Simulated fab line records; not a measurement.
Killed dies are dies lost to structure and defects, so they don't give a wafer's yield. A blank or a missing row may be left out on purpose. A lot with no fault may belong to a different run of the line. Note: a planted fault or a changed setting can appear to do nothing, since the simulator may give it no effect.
Chamber matching + flow n5_finfet + N5_FIN_SAQP_MANDREL_ETCH_58 on rie_si-06: 4 sister chambers
The step etches a-Si in HBr/Cl2, stops on SiNx, target depth 45 nm, bt time 10 s, time 27 s. 8 wafers are shown with their chamber, then 8 later ones without.

WAFERS, EACH WITH ITS CHAMBER
| wafer  | chamber | throttle_valve_pct (%) | drypump_motor_current_A (A) |
|--------|---------|------------------------|-----------------------------|
| L074.6 | 3       | 35.5                   | 5.7                         |
| L084.2 | 3       | 35.5                   | 5.7                         |
| L085.1 | 2       | 35.2                   | 5.6                         |
| L085.6 | 0       | 35.3                   | 5.4                         |
| L087.3 | 1       | 35.6                   | 5.4                         |
| L087.4 | 2       | 35.2                   | 5.6                         |
| L087.5 | 0       | 35.2                   | 5.5                         |
| L089.2 | 1       | 35.6                   | 5.4                         |

WAFERS WITH NO CHAMBER GIVEN
| wafer  | throttle_valve_pct (%) | drypump_motor_current_A (A) |
|--------|------------------------|-----------------------------|
| L089.3 | 35.3                   | 5.5                         |
| L089.5 | 35.5                   | 5.5                         |
| L093.2 | 35.6                   | 5.5                         |
| L093.3 | 35.6                   | 5.7                         |
| L093.4 | 35.1                   | 5.6                         |
| L095.2 | 35.3                   | 5.5                         |
| L095.3 | 35.5                   | 5.7                         |
| L095.4 | 35.5                   | 5.4                         |

WHICH CHAMBER EACH WENT THROUGH
| wafer  | from the rows above     | in truth |
|--------|-------------------------|----------|
| L089.3 | 0                       | 0        |
| L089.5 | can't be placed: 1 or 3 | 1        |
| L093.2 | 1                       | 1        |
| L093.3 | 3                       | 3        |
| L093.4 | 2                       | 2        |
| L095.2 | 0                       | 0        |
| L095.3 | 3                       | 3        |
| L095.4 | 1                       | 1        |
7 of 8 placed correctly. Cannot be placed on the basis of these rows: 1; the candidates contain the true chamber in 1. 0 placed wrongly.
How it was worked out, from the rows above alone: a wafer's distance from a chamber is the root of the sum, over the readings, of the square of ((its reading less the chamber's mean) divided by the reading's scatter). The wafer belongs to the nearest chamber; if the next one is less than 2 further off, it can't be placed. A chamber's mean is the mean of its shown wafers. The scatter is the square root of a quotient: the sum, over the shown wafers, of each reading's squared deviation from its chamber's mean, divided by wafers minus chambers.
